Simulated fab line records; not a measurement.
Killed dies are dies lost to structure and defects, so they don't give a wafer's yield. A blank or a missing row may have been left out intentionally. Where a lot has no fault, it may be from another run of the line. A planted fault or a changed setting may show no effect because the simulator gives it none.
Matching of chambers    flow nand_harc    pecvd-01 running NHARC_A_CONTACT_DEP_58: 3 sister chambers
The step deposits SiON, target thk 90 nm. 6 wafers are shown with their chamber, then 7 later ones without.

WAFERS, EACH WITH ITS CHAMBER
wafer   chamber  heater_power_w (W)  heater_power_outer_w (W)
L079.3  2        700                 402
L084.4  1        665                 403
L084.5  0        792                 450
L084.6  1        642                 413
L088.2  2        735                 423
L088.4  0        861                 499

WAFERS WHOSE CHAMBER IS MISSING
wafer   heater_power_w (W)  heater_power_outer_w (W)
L088.5  755                 419
L096.1  855                 477
L096.3  713                 426
L096.6  632                 405
L097.1  701                 408
L097.2  651                 423
L097.5  922                 523

EACH ONE'S CHAMBER
wafer   from the rows above      in truth
L088.5  can't be placed: 2 or 1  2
L096.1  0                        0
L096.3  can't be placed: 2 or 1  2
L096.6  can't be placed: 1 or 2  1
L097.1  can't be placed: 2 or 1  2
L097.2  can't be placed: 1 or 2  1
L097.5  0                        0
Correctly placed: 2 of 7. Unplaceable from these rows: 5, with the true chamber sitting among the candidates in 5. 0 placed wrongly.
How it was worked out, from the rows above alone: a wafer's distance from a chamber is the root of the sum, over the readings, of the square of ((its reading less the chamber's mean) divided by the reading's scatter). The wafer belongs to the nearest chamber; if the next one is less than 2 further off, it can't be placed. Each chamber's mean is taken over the wafers shown for it. The scatter: the root of (the sum of the squares of (reading less its chamber's mean) over the shown wafers, divided by (wafers less chambers)).
